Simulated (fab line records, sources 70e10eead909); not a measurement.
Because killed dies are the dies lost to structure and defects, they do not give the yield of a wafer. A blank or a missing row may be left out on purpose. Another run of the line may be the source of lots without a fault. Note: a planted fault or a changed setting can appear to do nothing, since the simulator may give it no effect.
What tool caused it? ; flow nand harc ; 36 wafers from 12 lots sampled at 5 of the route's 1302 steps

## WHAT THE GAUGES READ, wafer by wafer
NHARC_END_SORT_01. Usual: killed at array 55, standard deviation 17; killed at other 0.9, standard deviation 1.2; killed at periphery 3.7, standard deviation 2.5; killed dies 59, standard deviation 18; killed open 3.4, standard deviation 1.9; killed short 2.6, standard deviation 1.6.
lot;measured;on;killed at array;killed at other;killed at periphery;killed dies;killed open;killed short;flag
L216;day 24 20:43;prober-01;667 668 673;2 1 0;8 8 4;677 677 677;6 1 3;4 1 3;OFF
L217;day 27 07:40;prober-01;669 667 670;2 4 4;6 6 3;677 677 677;4 3 0;0 0 2;OFF
L220;day 28 00:06;prober-01;78 73 84;0 1 0;4 3 2;82 77 86;6 3 3;2 2 6;

## TOOL THAT RAN EACH LOT (tool first, then ch and the chambers of the sampled wafers, then the start)
lot;NHARC_A_CHANNEL_HOLE_D2_ETCH_21;NHARC_A_CHANNEL_HOLE_D2_STRIP_28;NHARC_A_CHANNEL_FILL_D2_ALD_03;NHARC_A_CHANNEL_FILL_D2_ALD_14
L215;har etch-01 ch 0,1, day 13 17:58;rie diel-11 ch 0,1,2, day 13 22:21;ald sin batch-01 ch 0, day 14 06:28 or earlier;ald hk-03 ch 0,2, day 14 06:28
L216;har etch-01 ch 0,1, day 13 22:11;rie diel-11 ch 1,2,3, day 14 02:37;-;-
L217;har etch-02 ch 0,1, day 14 13:47;rie diel-11 ch 0,1, day 14 18:10;-;-
L220;har etch-02 ch 0,1, day 16 04:22;rie diel-12 ch 0,3, day 16 08:41;ald sin batch-01 ch 0, day 16 16:43 or earlier;ald hk-04 ch 0,1,3, day 16 16:43
L226;har etch-01 ch 0,1, day 18 06:45;rie diel-11 ch 1,3, day 18 11:08;ald sin batch-02 ch 0, day 18 19:16 or earlier;ald hk-02 ch 0,1,2, day 18 19:16
L227;har etch-01 ch 0,1, day 18 12:52;rie diel-11 ch 1,3, day 18 17:20;ald sin batch-02 ch 0, day 19 01:27 or earlier;ald hk-02 ch 1,2,3, day 19 01:27
L231;har etch-01 ch 0,1, day 19 20:41;rie diel-11 ch 0,1,2, day 20 01:02;ald sin batch-02 ch 0, day 20 09:05 or earlier;ald hk-04 ch 0,2, day 20 09:05
L228;har etch-02 ch 0,1, day 20 00:48;rie diel-11 ch 0,2,3, day 20 05:05;ald sin batch-02 ch 0, day 20 13:24 or earlier;ald hk-04 ch 0,1,2, day 20 13:24
L232;har etch-02 ch 0,1, day 20 11:16;rie diel-11 ch 0,2, day 20 15:35;ald sin batch-01 ch 0, day 20 23:44 or earlier;ald hk-03 ch 1,3, day 20 23:44
L236;har etch-01 ch 0,1, day 22 09:12;rie diel-04 ch 0,1,2, day 22 13:34;ald sin batch-03 ch 0, day 22 21:34 or earlier;ald hk-03 ch 0,3, day 22 21:34
L235;har etch-02 ch 0,1, day 22 10:21;rie diel-11 ch 1,2, day 22 14:44;ald sin batch-03 ch 0, day 22 21:34 or earlier;ald hk-04 ch 1,2, day 22 21:34
L237;har etch-02 ch 0,1, day 22 22:29;rie diel-12 ch 0,1,2, day 23 02:57;ald sin batch-03 ch 0, day 23 11:04 or earlier;ald hk-04 ch 0,1,3, day 23 11:04
- NHARC_A_CHANNEL_HOLE_D2_ETCH_21: etches the open film in C4F8/O2/Ar, time 514.3 s, target depth 1600 nm.
- NHARC_A_CHANNEL_HOLE_D2_STRIP_28: strips in O2.
- NHARC_A_CHANNEL_FILL_D2_ALD_03: deposits SiNx, target thk 6 nm, pulse time 60 s, ald cycles 58.
- NHARC_A_CHANNEL_FILL_D2_ALD_14: deposits SiO2, target thk 2.5 nm, pulse time 10 s, ald cycles 25.

## WHAT THE TOOLS THEMSELVES READ (means of the sampled wafers that have a number; where no wafer has one, the mark that the record gives instead)
NHARC_A_CHANNEL_HOLE_D2_ETCH_21. Usual: drypump motor current A 6.02 A, standard deviation 0.28; showerhead plenum p Torr 3.72 Torr, standard deviation 0.097; throttle valve pct 32.155 %, standard deviation 0.009.
lot;tool;drypump motor current A (A);showerhead plenum p Torr (Torr);throttle valve pct (%);flag
L215;har etch-01;6.17;3.70;32.153;
L216;har etch-01;6.19;3.69;32.154;
L217;har etch-02;5.97;3.64;32.161;
L220;har etch-02;5.77;3.67;32.160;
L226;har etch-01;6.20;3.66;32.159;
L227;har etch-01;6.17;3.66;32.156;
L231;har etch-01;6.19;3.65;32.151;
L228;har etch-02;5.97;3.83;32.153;
L232;har etch-02;5.77;3.76;32.153;
L236;har etch-01;6.17;3.63;32.163;
L235;har etch-02;5.99;3.82;32.154;
L237;har etch-02;5.76;3.74;32.145;

NHARC_A_CHANNEL_HOLE_D2_STRIP_28. Usual: chamber pressure mTorr 60.00 mTorr, standard deviation 0.053; drypump motor current A 5.8 A, standard deviation 0.51; oes product au 1.000 a.u., standard deviation 0.013; rf vpp V 57.9 V, standard deviation 0.89; showerhead plenum p Torr 3.56 Torr, standard deviation 0.14; throttle valve pct 17.037 %, standard deviation 0.009.
lot;tool;chamber pressure mTorr (mTorr);drypump motor current A (A);oes product au (a.u.);rf vpp V (V);showerhead plenum p Torr (Torr);throttle valve pct (%);flag
L215;rie diel-11;59.98;6.3;1.000;57.9;3.61;17.036;
L216;rie diel-11;-;-;-;-;-;-;OFF
L217;rie diel-11;-;-;-;-;-;-;OFF
L220;rie diel-12;60.04;5.7;0.995;57.4;3.51;17.025;
L226;rie diel-11;60.05;5.5;1.004;58.0;3.63;17.029;
L227;rie diel-11;60.01;5.5;1.003;59.1;3.63;17.036;
L231;rie diel-11;60.01;6.3;1.003;58.7;3.61;17.040;
L228;rie diel-11;60.00;5.9;1.000;59.0;3.72;17.036;
L232;rie diel-11;60.03;6.5;1.007;58.6;3.69;17.044;
L236;rie diel-04;60.01;5.5;0.992;57.4;3.50;17.039;
L235;rie diel-11;59.96;6.1;1.006;57.7;3.53;17.032;
L237;rie diel-12;60.02;5.8;0.999;56.8;3.45;17.036;

NHARC_A_CHANNEL_FILL_D2_ALD_03. Usual: precursor pulse height rel 1.000, standard deviation 0.021; susceptor temp C 629.96 C, standard deviation 0.27.
lot;tool;precursor pulse height rel;susceptor temp C (C);flag
L215;ald sin batch-01;1.016;629.72;
L220;ald sin batch-01;1.003;629.54;
L226;ald sin batch-02;1.011;630.39;
L227;ald sin batch-02;1.018;630.05;
L231;ald sin batch-02;1.003;629.85;
L228;ald sin batch-02;0.994;630.10;
L232;ald sin batch-01;1.006;629.99;
L236;ald sin batch-03;0.999;629.70;
L235;ald sin batch-03;1.006;630.05;
L237;ald sin batch-03;1.014;630.19;

NHARC_A_CHANNEL_FILL_D2_ALD_14. Usual: heater power w 464 W, standard deviation 57; precursor pulse height rel 1.001, standard deviation 0.019; susceptor temp C 300.00 C, standard deviation 0.18.
lot;tool;heater power w (W);precursor pulse height rel;susceptor temp C (C);flag
L215;ald hk-03;453;0.974;300.09;
L220;ald hk-04;429;1.008;300.02;
L226;ald hk-02;500;1.006;300.20;
L227;ald hk-02;479;1.005;299.94;
L231;ald hk-04;402;1.013;300.01;
L228;ald hk-04;437;1.002;-;OFF
L232;ald hk-03;493;1.001;299.97;
L236;ald hk-03;486;1.007;299.86;
L235;ald hk-04;452;0.999;300.09;
L237;ald hk-04;438;0.997;299.97;

## THE ANSWER, worked out from the rows above alone
Rule: lot off if the mean of its wafers having a number is beyond 3 standard deviations from the usual mean. Also off: a lot with no number at a reading for which 4 or more lots have one. The other lots that the step has rows for count as sound. The gauges are gone through in route order, then the tools' own readings, and for those a lot's mean is taken as printed above. At the first step where some lot is off, the reading lying furthest off is the one used; lots without a number count as furthest.
Off: L216, L217, at NHARC_END_SORT_01 (killed at array). Neither off nor sound, because the step has no rows for them: L215, L226, L227, L231, L228, L232, L236, L235, L237.
If a tool, at a process step before that reading, ran all the lots that are off and no sound lot after the first of them, it fits. The gauges at NHARC_END_SORT_01 aren't tried: what is off there is off at NHARC_A_CHANNEL_HOLE_D2_STRIP_28 too, on other tools, and a gauge's error can't cause that. With no start given for some of its lots, NHARC_A_CHANNEL_FILL_D2_ALD_03 uses the hours and lot order of NHARC_A_CHANNEL_FILL_D2_ALD_14. One candidate fits, namely rie diel-11 at NHARC_A_CHANNEL_HOLE_D2_STRIP_28. It ran no sound lot before its first lot that is off in this sample, so the start can't be narrowed down.

## WHAT WAS PUT IN BY THE SIMULATOR
Beginning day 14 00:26, the whole step at NHARC_A_CHANNEL_HOLE_D2_STRIP_28 was skipped on rie diel-11. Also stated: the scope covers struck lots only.
Lots struck among those shown: L216, L217. The rule given above showed the same thing.
